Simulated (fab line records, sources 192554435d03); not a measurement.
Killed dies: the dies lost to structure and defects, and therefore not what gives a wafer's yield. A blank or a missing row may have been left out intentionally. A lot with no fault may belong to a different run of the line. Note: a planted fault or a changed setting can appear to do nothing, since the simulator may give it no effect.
Chamber matching || flow n5-finfet || N5_DUMMY_REMOVAL_STRIP_10 on rie-diel-02 has 4 sister chambers
The step strips in N2/H2, time 40 s. 8 wafers are shown with their chamber, then 8 later ones without.

== WAFERS, EACH WITH ITS CHAMBER ==
{"wafer": "L081.3", "chamber": 3, "showerhead-plenum-p-Torr (Torr)": 3.47, "throttle-valve-pct (%)": 12.37}
{"wafer": "L081.6", "chamber": 1, "showerhead-plenum-p-Torr (Torr)": 3.34, "throttle-valve-pct (%)": 12.60}
{"wafer": "L086.5", "chamber": 0, "showerhead-plenum-p-Torr (Torr)": 3.53, "throttle-valve-pct (%)": 12.01}
{"wafer": "L086.6", "chamber": 1, "showerhead-plenum-p-Torr (Torr)": 3.33, "throttle-valve-pct (%)": 12.63}
{"wafer": "L087.1", "chamber": 3, "showerhead-plenum-p-Torr (Torr)": 3.46, "throttle-valve-pct (%)": 12.39}
{"wafer": "L087.2", "chamber": 2, "showerhead-plenum-p-Torr (Torr)": 3.28, "throttle-valve-pct (%)": 12.12}
{"wafer": "L087.3", "chamber": 0, "showerhead-plenum-p-Torr (Torr)": 3.53, "throttle-valve-pct (%)": 12.01}
{"wafer": "L089.1", "chamber": 2, "showerhead-plenum-p-Torr (Torr)": 3.28, "throttle-valve-pct (%)": 12.12}

== WAFERS WHOSE CHAMBER IS MISSING ==
{"wafer": "L089.4", "showerhead-plenum-p-Torr (Torr)": 3.46, "throttle-valve-pct (%)": 12.40}
{"wafer": "L089.6", "showerhead-plenum-p-Torr (Torr)": 3.33, "throttle-valve-pct (%)": 12.65}
{"wafer": "L090.2", "showerhead-plenum-p-Torr (Torr)": 3.28, "throttle-valve-pct (%)": 12.12}
{"wafer": "L090.3", "showerhead-plenum-p-Torr (Torr)": 3.33, "throttle-valve-pct (%)": 12.66}
{"wafer": "L090.6", "showerhead-plenum-p-Torr (Torr)": 3.33, "throttle-valve-pct (%)": 12.66}
{"wafer": "L097.3", "showerhead-plenum-p-Torr (Torr)": 3.28, "throttle-valve-pct (%)": 12.13}
{"wafer": "L097.4", "showerhead-plenum-p-Torr (Torr)": 3.32, "throttle-valve-pct (%)": 12.68}
{"wafer": "L097.6", "showerhead-plenum-p-Torr (Torr)": 3.46, "throttle-valve-pct (%)": 12.44}

== THE CHAMBER EACH PASSED THROUGH ==
{"wafer": "L089.4", "from the rows above": 3, "in truth": 3}
{"wafer": "L089.6", "from the rows above": 1, "in truth": 1}
{"wafer": "L090.2", "from the rows above": 2, "in truth": 2}
{"wafer": "L090.3", "from the rows above": 1, "in truth": 1}
{"wafer": "L090.6", "from the rows above": 1, "in truth": 1}
{"wafer": "L097.3", "from the rows above": 2, "in truth": 2}
{"wafer": "L097.4", "from the rows above": 1, "in truth": 1}
{"wafer": "L097.6", "from the rows above": 3, "in truth": 3}
Correctly placed: 8 of 8. From these rows, 0 cannot be placed. 0 placed wrongly.
How it was worked out, from the rows above alone: a wafer's distance from a chamber is the root of the sum, over the readings, of the square of ((its reading less the chamber's mean) divided by the reading's scatter). The wafer belongs to the nearest chamber; if the next one is less than 2 further off, it can't be placed. The mean given for a chamber averages the wafers shown for that chamber. The scatter: the root of (the sum of the squares of (reading less its chamber's mean) over the shown wafers, divided by (wafers less chambers)).
